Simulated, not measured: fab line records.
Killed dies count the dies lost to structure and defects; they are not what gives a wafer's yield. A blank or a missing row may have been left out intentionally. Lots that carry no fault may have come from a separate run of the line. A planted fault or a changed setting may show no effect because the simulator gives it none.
Chamber matching || flow n5-finfet || N5_BEOL_M3_ETCH_63 on rie-diel-02 has 4 sister chambers
The step etches SiARC in CF4, target depth 15.6 nm, time 26 s. 4 wafers are shown with their chamber, then 7 later ones without.

## WAFERS PAIRED WITH THEIR CHAMBERS
{"wafer": "L719.3", "chamber": 3, "oes-product-au (a.u.)": 0.76}
{"wafer": "L723.3", "chamber": 2, "oes-product-au (a.u.)": 0.59}
{"wafer": "L726.1", "chamber": 0, "oes-product-au (a.u.)": 0.62}
{"wafer": "L726.3", "chamber": 1, "oes-product-au (a.u.)": 0.61}

## WAFERS WHOSE CHAMBER IS MISSING
{"wafer": "L726.6", "oes-product-au (a.u.)": 0.61}
{"wafer": "L728.4", "oes-product-au (a.u.)": 0.61}
{"wafer": "L728.5", "oes-product-au (a.u.)": 0.61}
{"wafer": "L728.6", "oes-product-au (a.u.)": 0.73}
{"wafer": "L739.1", "oes-product-au (a.u.)": 0.80}
{"wafer": "L739.2", "oes-product-au (a.u.)": 0.60}
{"wafer": "L739.5", "oes-product-au (a.u.)": 0.59}

## EACH ONE'S CHAMBER
{"wafer": "L726.6", "from the rows above": "can't be placed: 1 or 0 or 2", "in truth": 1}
{"wafer": "L728.4", "from the rows above": "can't be placed: 1 or 0 or 2", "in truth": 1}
{"wafer": "L728.5", "from the rows above": "can't be placed: 1 or 0 or 2", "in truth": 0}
{"wafer": "L728.6", "from the rows above": 3, "in truth": 3}
{"wafer": "L739.1", "from the rows above": 3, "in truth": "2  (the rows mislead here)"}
{"wafer": "L739.2", "from the rows above": "can't be placed: 1 or 2 or 0", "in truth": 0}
{"wafer": "L739.5", "from the rows above": "can't be placed: 2 or 1 or 0", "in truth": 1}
Placed correctly: 1 of 7. From these rows, 5 cannot be placed; in 5 the true chamber is one of the candidates. Placed wrongly: 1.
How it was worked out, from the rows above alone: a wafer's distance from a chamber is the root of the sum, over the readings, of the square of ((its reading less the chamber's mean) divided by the reading's scatter). If the next closest chamber is less than 2 further off than the closest, the wafer can't be placed; otherwise it belongs to the closest. The mean given for a chamber averages the wafers shown for that chamber. The scatter: root of mean squared gap, hidden wafer to nearest shown wafer, with one shown wafer a chamber.
